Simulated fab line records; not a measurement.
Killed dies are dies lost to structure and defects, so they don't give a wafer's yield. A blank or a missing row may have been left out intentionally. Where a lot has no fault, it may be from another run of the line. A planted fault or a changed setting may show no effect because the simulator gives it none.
Split-lot study || flow n5-finfet || 21 wafers read from 7 lots, route of 1938 steps

ON THE SPLIT
At N5_MIM_BOT_SPUTTER_00 (material TiN, target thk 35 nm, time 89.7 s), the setting time-s was moved away from the recipe's 89.7 s on 5 of the 21 wafers read, by -4.2% to +12.2%. All remaining wafers had this setting at the recipe value.

Reading taken at the split's own step.

THE READING
TiN_of_MIM_BOT_SPUTTER_00.thk-nm (the simulator's own value, which no gauge read), in nm, at N5_MIM_BOT_SPUTTER_00 (material TiN, target thk 35 nm, time 89.7 s). The file does not state a usual value for it. Average 35.2 nm, standard deviation 0.46 nm, over the 16 wafers here run with the recipe.

{"wafer": "L082.2", "tool, chamber at the split": "pvd-sputter-02, -", "time-s as run, s": 89.7, "against the recipe": "recipe", "TiN_of_MIM_BOT_SPUTTER_00.thk-nm, nm": 35.2, "against lot-mates on the recipe": "-"}
{"wafer": "L082.4", "tool, chamber at the split": "pvd-sputter-02, -", "time-s as run, s": 89.7, "against the recipe": "recipe", "TiN_of_MIM_BOT_SPUTTER_00.thk-nm, nm": 34.8, "against lot-mates on the recipe": "-"}
{"wafer": "L082.6", "tool, chamber at the split": "pvd-sputter-02, -", "time-s as run, s": 100.6, "against the recipe": "+12.2%", "TiN_of_MIM_BOT_SPUTTER_00.thk-nm, nm": 39.4, "against lot-mates on the recipe": "+4.4"}
{"wafer": "L078.3", "tool, chamber at the split": "pvd-sputter-02, -", "time-s as run, s": 89.7, "against the recipe": "recipe", "TiN_of_MIM_BOT_SPUTTER_00.thk-nm, nm": 34.6, "against lot-mates on the recipe": "-"}
{"wafer": "L078.4", "tool, chamber at the split": "pvd-sputter-02, -", "time-s as run, s": 89.7, "against the recipe": "recipe", "TiN_of_MIM_BOT_SPUTTER_00.thk-nm, nm": 35, "against lot-mates on the recipe": "-"}
{"wafer": "L078.5", "tool, chamber at the split": "pvd-sputter-02, -", "time-s as run, s": 89.7, "against the recipe": "recipe", "TiN_of_MIM_BOT_SPUTTER_00.thk-nm, nm": 34.4, "against lot-mates on the recipe": "-"}
{"wafer": "L084.1", "tool, chamber at the split": "pvd-sputter-02, -", "time-s as run, s": 89.7, "against the recipe": "recipe", "TiN_of_MIM_BOT_SPUTTER_00.thk-nm, nm": 34.4, "against lot-mates on the recipe": "-"}
{"wafer": "L084.2", "tool, chamber at the split": "pvd-sputter-02, -", "time-s as run, s": 89.7, "against the recipe": "recipe", "TiN_of_MIM_BOT_SPUTTER_00.thk-nm, nm": 35, "against lot-mates on the recipe": "-"}
{"wafer": "L084.4", "tool, chamber at the split": "pvd-sputter-02, -", "time-s as run, s": 89.7, "against the recipe": "recipe", "TiN_of_MIM_BOT_SPUTTER_00.thk-nm, nm": 35.2, "against lot-mates on the recipe": "-"}
{"wafer": "L086.1", "tool, chamber at the split": "pvd-sputter-03, -", "time-s as run, s": 89.7, "against the recipe": "recipe", "TiN_of_MIM_BOT_SPUTTER_00.thk-nm, nm": 35.8, "against lot-mates on the recipe": "-"}
{"wafer": "L086.6", "tool, chamber at the split": "pvd-sputter-03, -", "time-s as run, s": 89.7, "against the recipe": "recipe", "TiN_of_MIM_BOT_SPUTTER_00.thk-nm, nm": 35.8, "against lot-mates on the recipe": "-"}
{"wafer": "L086.5", "tool, chamber at the split": "pvd-sputter-03, -", "time-s as run, s": 89.7, "against the recipe": "recipe", "TiN_of_MIM_BOT_SPUTTER_00.thk-nm, nm": 36, "against lot-mates on the recipe": "-"}
{"wafer": "L090.4", "tool, chamber at the split": "pvd-sputter-01, -", "time-s as run, s": 89.7, "against the recipe": "recipe", "TiN_of_MIM_BOT_SPUTTER_00.thk-nm, nm": 35.2, "against lot-mates on the recipe": "-"}
{"wafer": "L090.5", "tool, chamber at the split": "pvd-sputter-01, -", "time-s as run, s": 85.89, "against the recipe": "-4.2%", "TiN_of_MIM_BOT_SPUTTER_00.thk-nm, nm": 33.4, "against lot-mates on the recipe": -1.8}
{"wafer": "L090.6", "tool, chamber at the split": "pvd-sputter-01, -", "time-s as run, s": 85.89, "against the recipe": "-4.2%", "TiN_of_MIM_BOT_SPUTTER_00.thk-nm, nm": 33.6, "against lot-mates on the recipe": -1.6}
{"wafer": "L089.1", "tool, chamber at the split": "pvd-sputter-03, -", "time-s as run, s": 98.68, "against the recipe": "+10.0%", "TiN_of_MIM_BOT_SPUTTER_00.thk-nm, nm": 39, "against lot-mates on the recipe": "+3.6"}
{"wafer": "L089.3", "tool, chamber at the split": "pvd-sputter-03, -", "time-s as run, s": 89.7, "against the recipe": "recipe", "TiN_of_MIM_BOT_SPUTTER_00.thk-nm, nm": 35.6, "against lot-mates on the recipe": "-"}
{"wafer": "L089.4", "tool, chamber at the split": "pvd-sputter-03, -", "time-s as run, s": 89.7, "against the recipe": "recipe", "TiN_of_MIM_BOT_SPUTTER_00.thk-nm, nm": 35.2, "against lot-mates on the recipe": "-"}
{"wafer": "L093.1", "tool, chamber at the split": "pvd-sputter-03, -", "time-s as run, s": 89.7, "against the recipe": "recipe", "TiN_of_MIM_BOT_SPUTTER_00.thk-nm, nm": 35.4, "against lot-mates on the recipe": "-"}
{"wafer": "L093.4", "tool, chamber at the split": "pvd-sputter-03, -", "time-s as run, s": 94.09, "against the recipe": "+4.9%", "TiN_of_MIM_BOT_SPUTTER_00.thk-nm, nm": 36.8, "against lot-mates on the recipe": "+1.5"}
{"wafer": "L093.6", "tool, chamber at the split": "pvd-sputter-03, -", "time-s as run, s": 89.7, "against the recipe": "recipe", "TiN_of_MIM_BOT_SPUTTER_00.thk-nm, nm": 35.2, "against lot-mates on the recipe": "-"}

FIT RESULTS
A straight line over all 21 wafers: TiN_of_MIM_BOT_SPUTTER_00.thk-nm changes by +0.364 nm for each +1% of time-s; r = +0.96; the points scatter about the line by 0.43 nm.
The same after taking each lot's own level away (the mean of its wafers on the recipe; 21 wafers): +0.363 nm for each +1%; r = +0.99; scatter 0.21 nm.
The reading moves by 4.4 nm for the largest change in time-s, on that fit.
The span of the lots' own levels, 34.67 to 35.87 nm, comes to 2.6 times the standard deviation stated above.
So the lot-to-lot level changes the slope little: the two slopes agree.
Check: +4.37 nm against its lot-mates is what the line predicts for one of the wafers moved furthest among these (+12.2%) when that wafer is left out of the fit. It came out at +4.4 nm against them.

ADDITIONAL SPLITS CARRIED BY THESE WAFERS
These wafers also went through other splits before the reading. Each is held against what the fit with the lots' levels taken away leaves over:
{"other split on the same wafers": "N5_PASSIVATION_PECVD_00 time-s", "wafers away from the commonest value": 10, "r with TiN_of_MIM_BOT_SPUTTER_00.thk-nm (lot level and that fit taken away)": -0.18}

THE FILE'S OWN FIT
TiN_of_MIM_BOT_SPUTTER_00.thk-nm changes by +0.359 nm for each +1% of time-s, r = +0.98.
